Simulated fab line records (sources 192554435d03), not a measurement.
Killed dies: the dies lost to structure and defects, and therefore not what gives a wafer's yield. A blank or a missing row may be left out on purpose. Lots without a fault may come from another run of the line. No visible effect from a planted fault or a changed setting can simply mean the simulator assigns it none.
A lot that was struck, set against a sound lot :: flow n5_finfet :: 16 steps out of a route of 1938
Sound: the wafers L589.2, L589.4, L589.5. Struck: wafer L602.2. (L602.3, L602.4 of the same lot were not struck and are left out.) The cause comes at the end.
Order at every step that has rows: each side's tool, ch and its chambers, its first start. Under that, the readings that differ: sound wafers :: struck wafers :: difference of the means :: sigmas: that difference in standard deviations of wafers without a fault.
alike: same words and numbers on both sides, and readings whose means sit less than 2 such deviations apart. not compared: any withheld reading, any reading some wafer has no value for, any bound like >300 that may hide the same value, and any number with overlapping values for which the record gives no deviation.
The two part at a step that has a row with sigmas, a row that says differs or no value, or rows on one side only. Numbers that don't overlap but have no deviation are shown without sigmas and don't part them. A reading that every wafer of one side lacks parts them only if that side has two wafers or more.

first, 6 steps without rows for these wafers: N5_MOL_CONTACT_COAG_COAT_34 (resist thk 40 nm); N5_MOL_CONTACT_COAG_EBR_36; N5_MOL_CONTACT_COAG_SOFTBAKE_35 (time 60 s); N5_MOL_CONTACT_COAG_EXPOSE_37 (exposes mask VD, defocus 0 nm); N5_MOL_CONTACT_COAG_PEB_38 (peb time 60 s); N5_MOL_CONTACT_COAG_DEVELOP_39 (develop time 30 s).
N5_MOL_CONTACT_COAG_CD_MEAS_40 targets a cd of 25.1 nm.
  sound on cd_sem-01 ch 0, day 5 06:39; struck on cd_sem-01 ch 0, day 8 14:53
  alike: cd_nm
N5_MOL_CONTACT_COAG_OVL_MEAS_41:
  sound on overlay-01 ch 0, day 5 06:41; struck on overlay-02 ch 0, day 8 14:56
  alike: VD_OVL
N5_MOL_CONTACT_COAG_INSPECT_42: inspects for defects (brightfield).
  sound on defect_inspect-01 at day 5 06:44; struck on defect_inspect-02 at day 8 14:59
reading: raw_defect_count
sound: 113 116 136
struck: 308
difference: +186
sigmas: +4
N5_MOL_CONTACT_COAG_DESCUM_45: chemistry O2, time 7 s.
  sound on rie_diel-06 ch 0,1,2, day 5 07:04; struck on rie_diel-05 ch 3, day 8 15:01
reading: oes_product_au (a.u.)
sound: 0.72 0.69 0.79
struck: 0.92
difference: +0.19
sigmas: +2
  alike: drypump_motor_current_A, rf_vpp_V, showerhead_plenum_p_Torr, throttle_valve_pct
  not compared: rf_hours_counter_h
N5_MOL_CONTACT_COAG_ETCH_65: etches underlayer in N2/H2, target depth 13 nm, time 10.4 s.
  sound on rie_diel-06 ch 0,1,2, day 5 07:06; struck on rie_diel-05 ch 3, day 8 15:03
reading: etch_rf_on_time_s (s)
sound: 10.68 10.84 10.30
struck: 9.91
difference: -0.70
sigmas: -3

reading: oes_product_au (a.u.)
sound: 0.61 0.58 0.69
struck: 0.79
difference: +0.16
sigmas: +2
  alike: drypump_motor_current_A, rf_vpp_V, showerhead_plenum_p_Torr, throttle_valve_pct
  not compared: rf_hours_counter_h
N5_MOL_CONTACT_COAG_ETCH_66: etches SiARC in CF4, target depth 13 nm, time 21.7 s.
  sound on rie_diel-06 ch 0,1,2, day 5 07:07; struck on rie_diel-05 ch 3, day 8 15:04
reading: etch_rf_on_time_s (s)
sound: 22.2 22.3 21.5
struck: 20.8
difference: -1.2
sigmas: -3

reading: oes_product_au (a.u.)
sound: 0.61 0.59 0.68
struck: 0.78
difference: +0.15
sigmas: +2
  alike: drypump_motor_current_A, mfc_ar_sccm, rf_vpp_V, showerhead_plenum_p_Torr, throttle_valve_pct
  not compared: rf_hours_counter_h
N5_MOL_CONTACT_COAG_ALD_133: deposits SiO2, target thk 5 nm, pulse time 1 s, co reactant pulse time 1 s.
  sound on ald_sin-01 ch 0,1,2, day 5 07:12; struck on ald_sin-04 ch 2, day 8 15:39
reading: ald_cycles
sound: 35 35 35
struck: 32
difference: -3
sigmas: 

reading: heater_power_w (W)
sound: 71 78 74
struck: 60
difference: -14
sigmas: -2

reading: model.SiO2_of_MOL_CONTACT_COAG_ALD_133.thk_nm (nm)
sound: 5 5 5
struck: 4.6
difference: -0.4
sigmas: 
  alike: precursor_pulse_height_rel
  not compared: susceptor_temp_C
N5_MOL_CONTACT_COAG_ETCHBACK_134: etches SiO2 in CHF3, target depth 10 nm, time 6.7 s.
  sound on rie_diel-03 ch 2,3, day 5 07:29; struck on rie_diel-03 ch 2, day 8 15:55
  alike: CHF3_flow_sccm, drypump_motor_current_A, mfc_ar_sccm, oes_product_au, rf_vpp_V, showerhead_plenum_p_Torr, throttle_valve_pct
  not compared: rf_hours_counter_h
-- the record jumps here: 3 days lie between the struck wafers' starts before and after (it left off in module MOL_CONTACT_COAG and takes up again in module BEOL_M4, whose first step shown is number 1111 of the route) --
N5_BEOL_M4_RC_MEAS_101:
  sound on prober-02 ch 0, day 7 15:19; struck on prober-02 ch 0, day 11 07:17
reading: DIBL_N (mV/V)
sound: 32.9 35.3 32.1
struck: 37.1
difference: +3.7
sigmas: +2

reading: IOFF_P (nA/um)
sound: 0.15 0.18 0.14
struck: 0.23
difference: +0.07
sigmas: +2

reading: VT_P (mV)
sound: -257 -256 -258
struck: -246
difference: +11
sigmas: +3
  alike: DIBL_P, IOFF_N, ION_N, ION_P, SS_N, SS_P, VT_N
next, for these wafers, 1 step has no rows: N5_PASSIVATION_PROBE_49.

== WHERE THEY PART ==
First at N5_MOL_CONTACT_COAG_INSPECT_42; last, within this record, at N5_BEOL_M4_RC_MEAS_101.

WHY: whatever the simulator had introduced
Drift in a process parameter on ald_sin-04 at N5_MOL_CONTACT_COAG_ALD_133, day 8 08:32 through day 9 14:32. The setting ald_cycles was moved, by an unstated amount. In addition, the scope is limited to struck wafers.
